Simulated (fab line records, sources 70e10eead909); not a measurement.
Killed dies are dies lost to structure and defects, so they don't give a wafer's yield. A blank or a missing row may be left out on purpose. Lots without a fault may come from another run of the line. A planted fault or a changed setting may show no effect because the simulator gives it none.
Which tool did it? | flow nand_harc | 7 lots, 21 wafers sampled, at 4 steps of a route of 1302

WHAT THE GAUGES READ, wafer by wafer
NHARC_P_CONTACT_CD_MEAS_19.
lot  | measured     | on        | cd_nm (nm)
L488 | day 7 01:13  | cd_sem-01 | 88.1 88.9 90.7
L491 | day 8 10:48  | cd_sem-03 | 90.3 90.5 89.4
L493 | day 9 03:47  | cd_sem-03 | 89.5 90.4 90.2
L497 | day 10 18:01 | cd_sem-02 | 90.1 91.6 89.2
L505 | day 14 02:12 | cd_sem-02 | 88.4 91.5 90.4
L506 | day 14 13:47 | cd_sem-02 | 87.3 89.9 92.0
L508 | day 15 09:29 | cd_sem-01 | 88.0 91.9 92.0

WHICH TOOL RAN EACH LOT (tool, then ch and the chambers of the sampled wafers, then the start)
lot  | NHARC_P_CONTACT_DEP_30          | NHARC_P_CONTACT_DEP_00                     | NHARC_P_CONTACT_SOFTBAKE_07
L488 | pecvd-03 ch 0,1,2, day 6 22:28  | pecvd-03 ch 0,1,2, day 6 23:00 or earlier  | litho_track-06 ch 0, day 6 23:00
L491 | pecvd-03 ch 0,1,2, day 8 08:11  | pecvd-03 ch 0,1,2, day 8 09:00 or earlier  | litho_track-06 ch 0, day 8 09:00
L493 | pecvd-04 ch 1,2, day 9 01:22    | pecvd-04 ch 1,2, day 9 02:00 or earlier    | litho_track-01 ch 0, day 9 02:00
L497 | pecvd-04 ch 0,2, day 10 15:32   | pecvd-04 ch 0,2, day 10 16:00 or earlier   | litho_track-01 ch 0, day 10 16:00
L505 | pecvd-04 ch 0,1,2, day 13 23:35 | pecvd-04 ch 0,1,2, day 14 00:00 or earlier | litho_track-01 ch 0, day 14 00:00
L506 | pecvd-03 ch 1,2, day 14 11:02   | pecvd-03 ch 1,2, day 14 12:00 or earlier   | litho_track-06 ch 0, day 14 12:00
L508 | pecvd-03 ch 0,1,2, day 15 07:01 | pecvd-03 ch 0,1,2, day 15 08:00 or earlier | litho_track-06 ch 0, day 15 08:00
- NHARC_P_CONTACT_DEP_30: deposits SiNx, target thk 30 nm.
- NHARC_P_CONTACT_DEP_00: deposits SiO2, target thk 500 nm.
- NHARC_P_CONTACT_SOFTBAKE_07: time 55 s.

THE ANSWER, worked out from the rows above alone
Rule: what is usual is taken from the lots themselves. Put in order of their means at a reading, lots are off if they are a third of the lots or fewer, leave a main group of 4 or more, and stand apart from it by a gap of 3 or more times the standard deviation of the main group's means; of several such gaps the widest counts. A main group whose means are all the same, to the digits that the tables above print for the reading, isn't used. A lot without any number at a reading at which 4 lots or more have one is off too. The other lots that the step has rows for count as sound.
No lot is off at any reading shown: from this, nothing can be told.

WHAT THE SIMULATOR HAD PUT IN
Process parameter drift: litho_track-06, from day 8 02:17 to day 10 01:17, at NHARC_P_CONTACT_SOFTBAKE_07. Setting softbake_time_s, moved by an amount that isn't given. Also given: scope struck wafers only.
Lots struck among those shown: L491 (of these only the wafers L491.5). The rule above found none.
